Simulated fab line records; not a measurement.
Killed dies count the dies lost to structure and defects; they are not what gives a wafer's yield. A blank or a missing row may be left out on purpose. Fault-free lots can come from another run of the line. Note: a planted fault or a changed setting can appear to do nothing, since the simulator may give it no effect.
Chamber matching | flow n5 finfet | pecvd-02 running N5_BEOL_M3_DEP_57: 3 sister chambers
The step deposits SiCN from 3MS/NH3, target thk 8 nm, time 14 s. 30 wafers are shown with their chamber, then 12 later ones without.

== WAFERS PAIRED WITH THEIR CHAMBERS ==
wafer  | chamber | throttle valve pct (%) | showerhead plenum p Torr (Torr)
L075.1 | 1       | 9.2                    | 3.672
L075.2 | 2       | 8.9                    | 3.666
L075.3 | 0       | 9.8                    | 3.655
L075.4 | 0       | 9.7                    | 3.670
L075.5 | 1       | 9.2                    | 3.679
L075.6 | 2       | 8.6                    | 3.672
L076.1 | 2       | 8.4                    | 3.669
L076.2 | 0       | 10.0                   | 3.663
L076.3 | 1       | 9.2                    | 3.680
L076.4 | 1       | 9.0                    | 3.673
L076.5 | 0       | 9.8                    | 3.667
L076.6 | 2       | 8.9                    | 3.661
L077.1 | 2       | 8.5                    | 3.658
L077.2 | 1       | 9.2                    | 3.681
L077.6 | 2       | 8.7                    | 3.666
L079.1 | 1       | 9.2                    | 3.678
L079.2 | 0       | 9.9                    | 3.673
L079.3 | 2       | 8.8                    | 3.662
L080.1 | 0       | 9.9                    | 3.668
L080.5 | 1       | 9.2                    | 3.691
L080.6 | 2       | 9.0                    | 3.674
L083.1 | 2       | 8.7                    | 3.666
L083.2 | 1       | 9.1                    | 3.679
L083.5 | 2       | 8.8                    | 3.660
L084.1 | 1       | 9.1                    | 3.671
L084.3 | 2       | 8.9                    | 3.669
L084.4 | 2       | 9.0                    | 3.670
L091.1 | 1       | 9.1                    | 3.675
L091.2 | 2       | 8.7                    | 3.670
L091.6 | 0       | 9.9                    | 3.658

SIGNATURES (means of the wafers above)
reading                  | chamber 0 | chamber 1 | chamber 2 | scatter within a chamber
throttle valve pct       | 9.857     | 9.150     | 8.762     | 0.138
showerhead plenum p Torr | 3.66486   | 3.67790   | 3.66638   | 0.0056
Rule: distance of a wafer from a chamber = root of the sum over the readings of ((wafer's reading minus chamber's mean) / reading's scatter) squared. The wafer belongs to the nearest chamber; if the next one is less than 2 further off, it can't be placed. The scatter: the root of (the sum of the squares of (reading less its chamber's mean) over the shown wafers, divided by (wafers less chambers)).

== WAFERS WHOSE CHAMBER IS MISSING ==
wafer  | throttle valve pct (%) | showerhead plenum p Torr (Torr)
L094.2 | 9.1                    | 3.661
L094.3 | 8.9                    | 3.675
L094.5 | 8.9                    | 3.665
L095.1 | 9.8                    | 3.661
L095.3 | 9.2                    | 3.672
L095.6 | 9.9                    | 3.656
L097.1 | 10.0                   | 3.669
L097.2 | 9.2                    | 3.687
L097.3 | 8.9                    | 3.659
L097.4 | 8.8                    | 3.670
L097.5 | 9.8                    | 3.666
L097.6 | 9.2                    | 3.681

== CHAMBER TAKEN BY EACH ==
wafer  | from the rows above     | in truth
L094.2 | can't be placed: 2 or 1 | 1
L094.3 | can't be placed: 2 or 1 | 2
L094.5 | can't be placed: 2 or 1 | 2
L095.1 | 0                       | 0
L095.3 | 1                       | 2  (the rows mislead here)
L095.6 | 0                       | 0
L097.1 | 0                       | 0
L097.2 | 1                       | 1
L097.3 | 2                       | 2
L097.4 | 2                       | 2
L097.5 | 0                       | 0
L097.6 | 1                       | 1
8 of 12 placed correctly. Cannot be placed on the basis of these rows: 3; the candidates contain the true chamber in 3. Number placed wrongly: 1.
